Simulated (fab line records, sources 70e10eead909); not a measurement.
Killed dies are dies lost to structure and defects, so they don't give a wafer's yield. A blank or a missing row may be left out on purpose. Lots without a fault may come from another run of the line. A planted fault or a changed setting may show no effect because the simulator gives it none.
Problem report in the 8D (eight disciplines) form, filled by code | flow nand_harc | the parts of the form that need people (team, actions taken, sign-off) are left out

1. THE PROBLEM
killed_at_periphery at NHARC_END_SORT_01 reads a mean of 642.7 on 3 wafers of 2 lots; wafers without a fault read 3.8 with a standard deviation of 2.7. That is +99 or more standard deviations from the usual mean.
First seen on wafer L603.5, day 21 09:20, on prober-02. The record holds 6 wafers of 2 lots with a number at this step. Rule for "out", or "out of limits": more than 4 standard deviations from the usual mean. The other wafers with a number count as sound.

2. WHAT IT IS AND WHAT IT IS NOT
question                    | is                               | is not
which readings at this step | killed_at_periphery, killed_dies | killed_at_array, killed_at_other, killed_open, killed_short
which lots                  | L603, L604                       | -
which wafers of those lots  | L603.5, L604.1, L604.5           | L603.3, L603.6, L604.3
read on which gauges        | prober-01, prober-02             | -
when                        | from day 21 09:20                | up to then (1 sound wafer); but 2 sound wafers of L603, L604 came after

3. SUSPECTS, AND WHAT RULES EACH OUT
Counting: a tool at a process step up to the reading stays a suspect if it ran every lot that is out. Sound lots after the first of them don't rule it out here, since some wafers of a struck lot are sound.
- the gauge at NHARC_END_SORT_01: ruled out. The wafers that are out were read on 2 gauges (prober-01, prober-02).
- ald_metal-03 at NHARC_P_CONTACT_ALD_22 (deposits TiN, target thk 3 nm, pulse time 1 s, ald cycles 150): kept. It ran every lot that is out, first L603 (day 7 23:59).
- rie_diel-10 at NHARC_P_M0_STRIP_18 (strips in N2/H2): kept. It ran every lot that is out, first L603 (day 8 02:33).
Left after counting: ald_metal-03 at NHARC_P_CONTACT_ALD_22, rie_diel-10 at NHARC_P_M0_STRIP_18.

4. THE CAUSE (what the simulator had put in)
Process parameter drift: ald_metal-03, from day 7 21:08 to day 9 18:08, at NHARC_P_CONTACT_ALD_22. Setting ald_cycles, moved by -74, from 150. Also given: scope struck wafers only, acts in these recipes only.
Counting left 2 suspects, and this tool is among them.

5. THE CHAIN OF EFFECTS, in route order
Each row: a reading whose mean over the struck wafers that have a number lies more than 3 standard deviations from the usual. Only readings for which the record gives a usual standard deviation are gone through. hours: the time from each lot's start at the first step in this table that gives one to its start at this step, as a median over the lots. sigmas: the change in usual standard deviations.
hours | step              | reading             | usual | on struck wafers | change | sigmas
0     | NHARC_END_SORT_01 | killed_at_periphery | 3.8   | 642.7            | +638.9 | +99 or more
0     | NHARC_END_SORT_01 | killed_dies         | 31    | 677              | +646   | +65

6. WHAT WOULD HAVE CAUGHT IT SOONER
In this record the first reading out of limits at a measuring or inspecting step was taken at day 21 09:20, 324 hours after the fault began at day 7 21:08.
Of the tool readings at NHARC_P_CONTACT_ALD_22 for which the record gives a usual standard deviation, none was out on any struck wafer, so an alarm limit of 4 standard deviations on them would not have fired.
All the lots that are out (2) had begun NHARC_P_CONTACT_ALD_22 on ald_metal-03 by day 21 09:20. A hold on the tool at that time would have spared none of them.
